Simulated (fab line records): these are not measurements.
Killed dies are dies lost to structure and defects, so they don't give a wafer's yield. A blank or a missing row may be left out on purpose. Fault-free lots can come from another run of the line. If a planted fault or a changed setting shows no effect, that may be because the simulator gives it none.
Matching of chambers || flow n5_finfet || N5_BEOL_M13_DESCUM_15 on rie_diel-03 has 4 sister chambers
The step chemistry O2, time 7.9 s. 16 wafers are shown with their chamber, then 8 later ones without.

== WAFERS PAIRED WITH THEIR CHAMBERS ==
{"wafer": "L074.1", "chamber": 3, "drypump_motor_current_A (A)": 6.5, "showerhead_plenum_p_Torr (Torr)": 2.22, "oes_product_au (a.u.)": 0.86}
{"wafer": "L074.4", "chamber": 2, "drypump_motor_current_A (A)": 5.8, "showerhead_plenum_p_Torr (Torr)": 2.10, "oes_product_au (a.u.)": 0.76}
{"wafer": "L074.6", "chamber": 3, "drypump_motor_current_A (A)": 6.5, "showerhead_plenum_p_Torr (Torr)": 2.22, "oes_product_au (a.u.)": 0.85}
{"wafer": "L078.2", "chamber": 1, "drypump_motor_current_A (A)": 6.6, "showerhead_plenum_p_Torr (Torr)": 2.05, "oes_product_au (a.u.)": 0.73}
{"wafer": "L078.3", "chamber": 2, "drypump_motor_current_A (A)": 5.8, "showerhead_plenum_p_Torr (Torr)": 2.09, "oes_product_au (a.u.)": 0.76}
{"wafer": "L078.5", "chamber": 2, "drypump_motor_current_A (A)": 5.8, "showerhead_plenum_p_Torr (Torr)": 2.09, "oes_product_au (a.u.)": 0.76}
{"wafer": "L077.2", "chamber": 1, "drypump_motor_current_A (A)": 6.6, "showerhead_plenum_p_Torr (Torr)": 2.05, "oes_product_au (a.u.)": 0.73}
{"wafer": "L077.4", "chamber": 2, "drypump_motor_current_A (A)": 5.8, "showerhead_plenum_p_Torr (Torr)": 2.09, "oes_product_au (a.u.)": 0.75}
{"wafer": "L077.6", "chamber": 0, "drypump_motor_current_A (A)": 6.0, "showerhead_plenum_p_Torr (Torr)": 2.09, "oes_product_au (a.u.)": 0.78}
{"wafer": "L083.1", "chamber": 1, "drypump_motor_current_A (A)": 6.6, "showerhead_plenum_p_Torr (Torr)": 2.05, "oes_product_au (a.u.)": 0.72}
{"wafer": "L083.5", "chamber": 0, "drypump_motor_current_A (A)": 6.1, "showerhead_plenum_p_Torr (Torr)": 2.09, "oes_product_au (a.u.)": 0.78}
{"wafer": "L083.6", "chamber": 1, "drypump_motor_current_A (A)": 6.6, "showerhead_plenum_p_Torr (Torr)": 2.05, "oes_product_au (a.u.)": 0.72}
{"wafer": "L087.2", "chamber": 3, "drypump_motor_current_A (A)": 6.5, "showerhead_plenum_p_Torr (Torr)": 2.21, "oes_product_au (a.u.)": 0.83}
{"wafer": "L087.5", "chamber": 1, "drypump_motor_current_A (A)": 6.6, "showerhead_plenum_p_Torr (Torr)": 2.05, "oes_product_au (a.u.)": 0.72}
{"wafer": "L087.6", "chamber": 0, "drypump_motor_current_A (A)": 6.1, "showerhead_plenum_p_Torr (Torr)": 2.09, "oes_product_au (a.u.)": 0.77}
{"wafer": "L093.3", "chamber": 0, "drypump_motor_current_A (A)": 6.1, "showerhead_plenum_p_Torr (Torr)": 2.09, "oes_product_au (a.u.)": 0.76}

SIGNATURES (averages over the wafers above)
{"reading": "drypump_motor_current_A", "chamber 0": 6.075, "chamber 1": 6.600, "chamber 2": 5.800, "chamber 3": 6.500, "scatter within a chamber": 0.025}
{"reading": "showerhead_plenum_p_Torr", "chamber 0": 2.0900, "chamber 1": 2.0500, "chamber 2": 2.0925, "chamber 3": 2.2167, "scatter within a chamber": 0.00344}
{"reading": "oes_product_au", "chamber 0": 0.7725, "chamber 1": 0.7240, "chamber 2": 0.7575, "chamber 3": 0.8467, "scatter within a chamber": 0.00883}
Rule: for a wafer and a chamber, the distance is found by dividing, reading by reading, the gap between the wafer's reading and the chamber's mean by the reading's scatter, squaring, summing and taking the root. The wafer belongs to the nearest chamber; if the next one is less than 2 further off, it can't be placed. How the scatter is found: for the shown wafers, subtract from each reading the mean of its chamber, square and add these, divide the total by (wafers less chambers), then take the root.

== WAFERS WITHOUT THEIR CHAMBER ==
{"wafer": "L093.5", "drypump_motor_current_A (A)": 5.8, "showerhead_plenum_p_Torr (Torr)": 2.09, "oes_product_au (a.u.)": 0.74}
{"wafer": "L093.6", "drypump_motor_current_A (A)": 6.6, "showerhead_plenum_p_Torr (Torr)": 2.04, "oes_product_au (a.u.)": 0.70}
{"wafer": "L095.2", "drypump_motor_current_A (A)": 5.8, "showerhead_plenum_p_Torr (Torr)": 2.08, "oes_product_au (a.u.)": 0.74}
{"wafer": "L095.5", "drypump_motor_current_A (A)": 6.5, "showerhead_plenum_p_Torr (Torr)": 2.20, "oes_product_au (a.u.)": 0.81}
{"wafer": "L095.6", "drypump_motor_current_A (A)": 6.6, "showerhead_plenum_p_Torr (Torr)": 2.04, "oes_product_au (a.u.)": 0.70}
{"wafer": "L096.4", "drypump_motor_current_A (A)": 5.8, "showerhead_plenum_p_Torr (Torr)": 2.08, "oes_product_au (a.u.)": 0.72}
{"wafer": "L096.5", "drypump_motor_current_A (A)": 6.5, "showerhead_plenum_p_Torr (Torr)": 2.20, "oes_product_au (a.u.)": 0.80}
{"wafer": "L096.6", "drypump_motor_current_A (A)": 6.0, "showerhead_plenum_p_Torr (Torr)": 2.08, "oes_product_au (a.u.)": 0.76}

== THE CHAMBER EACH PASSED THROUGH ==
{"wafer": "L093.5", "from the rows above": 2, "in truth": 2}
{"wafer": "L093.6", "from the rows above": 1, "in truth": 1}
{"wafer": "L095.2", "from the rows above": 2, "in truth": 2}
{"wafer": "L095.5", "from the rows above": 3, "in truth": 3}
{"wafer": "L095.6", "from the rows above": 1, "in truth": 1}
{"wafer": "L096.4", "from the rows above": 2, "in truth": 2}
{"wafer": "L096.5", "from the rows above": 3, "in truth": 3}
{"wafer": "L096.6", "from the rows above": 0, "in truth": 0}
8 of 8 placed correctly. Not placeable from these rows: 0. Wrongly placed: 0.
